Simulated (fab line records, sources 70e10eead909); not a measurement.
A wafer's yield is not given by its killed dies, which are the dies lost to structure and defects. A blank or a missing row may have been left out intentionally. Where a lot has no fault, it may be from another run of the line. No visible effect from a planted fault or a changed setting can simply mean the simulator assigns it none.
Matching of chambers :: flow nand-harc :: NHARC_A_M1_CMP_23 on cmp-01: 4 sister chambers
The step polishes, t overpolish 20 s, target thk 154.34 nm. 4 wafers are shown with their chamber, then 9 later ones without.

== WAFERS WITH THEIR CHAMBER ==
wafer: L079.1
chamber: 1
motor-current-A (A): 13.7

wafer: L088.1
chamber: 3
motor-current-A (A): 13.0

wafer: L088.4
chamber: 2
motor-current-A (A): 12.6

wafer: L088.6
chamber: 0
motor-current-A (A): 11.3

== WAFERS WITHOUT THEIR CHAMBER ==
wafer: L089.3
motor-current-A (A): 12.8

wafer: L089.4
motor-current-A (A): 13.2

wafer: L089.6
motor-current-A (A): 12.6

wafer: L092.1
motor-current-A (A): 12.2

wafer: L092.4
motor-current-A (A): 13.1

wafer: L092.5
motor-current-A (A): 12.5

wafer: L093.1
motor-current-A (A): 12.3

wafer: L093.2
motor-current-A (A): 13.9

wafer: L093.5
motor-current-A (A): 13.2

== WHICH CHAMBER EACH ONE RAN IN ==
wafer: L089.3
from the rows above: can't be placed: 3 or 2
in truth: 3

wafer: L089.4
from the rows above: can't be placed: 3 or 1 or 2
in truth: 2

wafer: L089.6
from the rows above: can't be placed: 2 or 3
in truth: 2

wafer: L092.1
from the rows above: can't be placed: 2 or 3
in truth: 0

wafer: L092.4
from the rows above: can't be placed: 3 or 2
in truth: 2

wafer: L092.5
from the rows above: can't be placed: 2 or 3
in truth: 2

wafer: L093.1
from the rows above: can't be placed: 2 or 3
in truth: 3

wafer: L093.2
from the rows above: 1
in truth: 1

wafer: L093.5
from the rows above: can't be placed: 3 or 1 or 2
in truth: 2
1 of 9 placed correctly. Unplaceable from these rows: 8, with the true chamber sitting among the candidates in 7. Wrongly placed: 0.
How it was worked out, from the rows above alone: a wafer's distance from a chamber is the root of the sum, over the readings, of the square of ((its reading less the chamber's mean) divided by the reading's scatter). The wafer belongs to the nearest chamber; if the next one is less than 2 further off, it can't be placed. For every chamber, the mean is computed from those of its wafers that are shown. The scatter: root of mean squared gap, hidden wafer to nearest shown wafer, with one shown wafer a chamber.
